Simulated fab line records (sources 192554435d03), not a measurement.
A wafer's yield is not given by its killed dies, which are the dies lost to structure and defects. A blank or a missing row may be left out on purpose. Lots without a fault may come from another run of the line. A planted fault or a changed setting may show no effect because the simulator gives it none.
What tool caused it? | flow n5-finfet | 10 lots, 28 wafers sampled, at 2 steps of a route of 1938

== WHAT EACH GAUGE READ, for each wafer ==
N5_BEOL_M4_RC_MEAS_101. Usual: DIBL_N 36.9 mV/V, standard deviation 2.1; DIBL_P 37.1 mV/V, standard deviation 2.5; IOFF_N 0.17 nA/um, standard deviation 0.039; IOFF_P 0.23 nA/um, standard deviation 0.043; ION_N 673 uA/um, standard deviation 15; ION_P 462 uA/um, standard deviation 9.1; SS_N 71.8 mV/dec, standard deviation 0.69; SS_P 73.6 mV/dec, standard deviation 0.74; VT_N 250 mV, standard deviation 3.6; VT_P -249.7 mV, standard deviation 2.9.
lot  | measured     | on        | DIBL_N (mV/V)  | DIBL_P (mV/V)  | IOFF_N (nA/um) | IOFF_P (nA/um) | ION_N (uA/um) | ION_P (uA/um) | SS_N (mV/dec)  | SS_P (mV/dec)  | VT_N (mV)   | VT_P (mV)            | flag
L477 | day 9 05:56  | prober-02 | 35.4 34.6 37.6 | 35.1 34.5 37.6 | 0.14 0.14 0.18 | 0.20 0.19 0.22 | 662 659 683   | 456 451 469   | 71.9 72.0 72.3 | 74.4 73.8 74.3 | 255 254 251 | -251.6 -250.6 -250.2 |
L479 | day 9 06:20  | prober-01 | 35.2 38.6 39.4 | 34.9 38.4 39.8 | 0.13 0.20 0.21 | 0.19 0.26 0.27 | 657 673 680   | 453 462 467   | 71.6 71.9 71.9 | 72.6 73.9 73.5 | 254 250 245 | -252.9 -246.8 -245.6 |
L480 | day 9 13:22  | prober-02 | 36.1 36.6 36.8 | 34.1 36.1 36.1 | 0.13 0.14 0.15 | 0.19 0.22 0.23 | 668 676 654   | 461 470 456   | 70.6 71.1 71.0 | 72.6 72.7 73.3 | 256 251 252 | -251.9 -249.4 -248.9 |
L483 | day 10 14:08 | prober-02 | 35.7 33.3 36.0 | 36.2 32.3 36.7 | 0.15 0.12 0.16 | 0.23 0.17 0.24 | 671 657 659   | 473 459 458   | 71.8 70.3 71.3 | 74.2 73.5 74.0 | 254 255 250 | -250.8 -253.7 -248.8 |
L485 | day 11 02:27 | prober-02 | 36.2 37.6 35.9 | 36.8 40.2 36.7 | 0.17 0.22 0.16 | 0.22 0.29 0.21 | 659 682 663   | 451 468 455   | 72.7 72.4 72.2 | 72.9 73.5 73.3 | 252 249 254 | -249.3 -247.1 -252.4 |
L486 | day 11 10:51 | prober-01 | 36.4 38.6 37.2 | 37.1 37.3 37.6 | 0.15 0.18 0.15 | 0.22 0.21 0.23 | 675 668 675   | 465 458 472   | 72.1 73.1 71.5 | 73.7 73.4 73.6 | 253 249 254 | -253.2 -252.3 -250.4 |
L491 | day 12 15:34 | prober-01 | 34.4 37.2 38.1 | 34.4 37.1 38.7 | 0.12 0.17 0.19 | 0.16 0.19 0.22 | 665 671 687   | 450 457 462   | 71.6 71.5 71.6 | 73.0 73.6 73.9 | 254 249 246 | -251.9 -252.1 -250.4 |
L492 | day 12 20:08 | prober-01 | 40.9 39.5      | 43.4 40.8      | 0.28 0.22      | 0.34 0.28      | 707 682       | 486 456       | 74.2 73.1      | 75.1 75.3      | 243 244     | -244.5 -247.6        |
L494 | day 13 11:34 | prober-01 | 35.2 33.2 35.0 | 35.2 32.6 34.3 | 0.16 0.13 0.17 | 0.24 0.19 0.21 | 658 666 649   | 459 464 453   | 71.6 71.5 72.1 | 73.2 72.3 72.9 | 249 252 250 | -246.8 -248.8 -248.8 |
L496 | day 13 14:38 | prober-01 | 34.0 39.7      | 35.0 42.6      | 0.15 0.27      | 0.20 0.35      | 686 712       | 473 485       | 71.6 73.2      | 73.2 75.6      | 247 242     | -249.2 -245.4        |

N5_BEOL_M5_OVL_MEAS_12. Usual: for M5_OVL the level is -0.4 nm and the standard deviation is 0.78.
lot  | measured     | on         | M5_OVL (nm)    | flag
L477 | day 9 09:44  | overlay-02 | -0.4 1.1 0.8   |
L479 | day 9 10:14  | overlay-01 | -0.8 -1.5 -0.1 |
L480 | day 9 16:47  | overlay-01 | 0.5 -1.1 -0.6  |
L483 | day 10 18:07 | overlay-02 | 0.1 0.4 -1.1   |
L485 | day 11 05:24 | overlay-01 | -0.1 -0.2 0.5  |
L486 | day 11 14:19 | overlay-01 | -0.7 -1.6 -1.2 |
L491 | day 12 17:47 | overlay-02 | -0.7 0.2 -1.4  |
L492 | day 12 22:34 | overlay-01 | -0.6 -1.5      |
L494 | day 13 14:02 | overlay-01 | 2.0 1.0 0.3    |
L496 | day 13 16:28 | overlay-01 | 0.3 0.3        |

== TOOL THAT RAN EACH LOT (tool first, then ch and the chambers of the sampled wafers, then the start) ==
The record holds no process step before these readings.

== WHAT THE TOOLS THEMSELVES READ (means of the sampled wafers that have a number; where no wafer has one, the mark that the record gives instead) ==
The record holds no such reading with a usual standard deviation.

== THE ANSWER, worked out from the rows above alone ==
Rule: a lot counts as off when the mean over its wafers that have a number is more than 3 standard deviations away from the usual mean. A lot without any number at a reading at which 4 lots or more have one is off too. Any other lot the step has rows for is counted as sound. The gauges are gone through in route order, then the tools' own readings, and for those a lot's mean is taken as printed above. The first step at which some lot is off is used, and at that step the reading that is off furthest; a lot without a number counts as furthest.
No lot is off on any of the readings shown, so nothing can be concluded from this.

== WHAT THE SIMULATOR PUT IN ==
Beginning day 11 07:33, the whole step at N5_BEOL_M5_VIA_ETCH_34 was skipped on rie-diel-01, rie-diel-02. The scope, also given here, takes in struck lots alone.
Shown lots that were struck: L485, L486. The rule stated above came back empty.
